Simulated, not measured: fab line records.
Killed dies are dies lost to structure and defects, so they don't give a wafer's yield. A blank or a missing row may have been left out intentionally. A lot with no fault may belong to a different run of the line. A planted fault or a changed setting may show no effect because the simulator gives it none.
Split-lot trial -- flow n5 finfet -- 7 lots, 21 wafers read, on a route of 1938 steps

THE SPLIT
At N5_BEOL_M4_ETCH_70 (etches SOC in N2/H2, target depth 80 nm, overetch 24 nm, time 130 s), the setting time s was moved away from the recipe's 130 s on 5 of the 21 wafers read, by -17.2% to +15.0%. This setting was run at the recipe's value on the other wafers.

The split's own step is where the reading is taken.

THE READING
SiARC_of_BEOL_M4_COAT_68.thk nm (the simulator's own value, which no gauge read), in nm, at N5_BEOL_M4_ETCH_70 (etches SOC in N2/H2, target depth 80 nm, overetch 24 nm, time 130 s). The file does not state a usual value for it. Here, 16 wafers ran the recipe; their average is 5.9 nm with a standard deviation of 0.15 nm.

wafer,"tool, chamber at the split","time s as run, s",against the recipe,"SiARC_of_BEOL_M4_COAT_68.thk nm, nm",against lot-mates on the recipe
L077.2,"rie diel-02, 1",130,recipe,5.6,-
L077.3,"rie diel-02, 3",130,recipe,5.8,-
L077.5,"rie diel-02, 2",130,recipe,6.2,-
L080.2,"rie diel-02, 2",107.7,-17.2%,7.2,+1.4
L080.4,"rie diel-02, 1",130,recipe,5.8,-
L080.6,"rie diel-02, 0",107.7,-17.2%,6.8,+1.0
L083.3,"rie diel-02, 2",149.5,+15.0%,5.4,-0.8
L083.5,"rie diel-02, 2",130,recipe,6.2,-
L083.6,"rie diel-02, 0",149.5,+15.0%,4.8,-1.4
L090.1,"rie diel-01, 0",130,recipe,6,-
L090.6,"rie diel-01, 0",130,recipe,6,-
L090.3,"rie diel-01, 2",130,recipe,5.8,-
L095.1,"rie diel-04, 0",130,recipe,5.8,-
L095.2,"rie diel-04, 3,2",130,recipe,6,-
L095.5,"rie diel-04, 3,2",130,recipe,6,-
L096.2,"rie diel-01, 2",130,recipe,5.8,-
L096.3,"rie diel-01, 3",130,recipe,6,-
L096.6,"rie diel-01, 3",130,recipe,6,-
L097.1,"rie diel-01, 0,3",130,recipe,6,-
L097.2,"rie diel-01, 0,3",130,recipe,6,-
L097.3,"rie diel-01, 1",148.9,+14.5%,4.8,-1.2
When a row names more than one chamber, that row covers several wafers, and the file does not tell which wafer ran in which chamber.

THE FIT
A straight line over all 21 wafers: SiARC_of_BEOL_M4_COAT_68.thk nm changes by -0.0625 nm for each +1% of time s; r = -0.93; the points scatter about the line by 0.19 nm.
The same after taking each lot's own level away (the mean of its wafers on the recipe; 21 wafers): -0.0732 nm for each +1%; r = -0.96; scatter 0.17 nm.
According to that fit, moving time s by its largest amount changes the reading by 1.3 nm.
Across the lots, their own levels run from 5.80 to 6.20 nm, a range of 2.6 times the standard deviation given above.
So the lot-to-lot level changes the slope: the two fits differ.
Check: for one of the wafers moved furthest among these (-17.2%), held out of the fit, the line's prediction against its lot-mates is +1.18 nm. It came out at +1.4 nm against them.

ADDITIONAL SPLITS CARRIED BY THESE WAFERS
Note: prior to the reading, these wafers also went through further splits. Each is held against what the fit with the lots' levels taken away leaves over:
other split on the same wafers,wafers away from the commonest value,r with SiARC_of_BEOL_M4_COAT_68.thk nm (lot level and that fit taken away)
N5_BEOL_M1_EXPOSE_25 dose mj,6,-0.36
N5_BEOL_M3_TRENCH_ETCH_37 time s,4,-0.36
N5_BEOL_M3_ETCH_41 target depth a,8,-0.17
N5_BEOL_M3_SPUTTER_86 time s,6,+0.04

THE FILE'S OWN FIT
SiARC_of_BEOL_M4_COAT_68.thk nm changes by -0.0746 nm for each +1% of time s, r = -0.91.
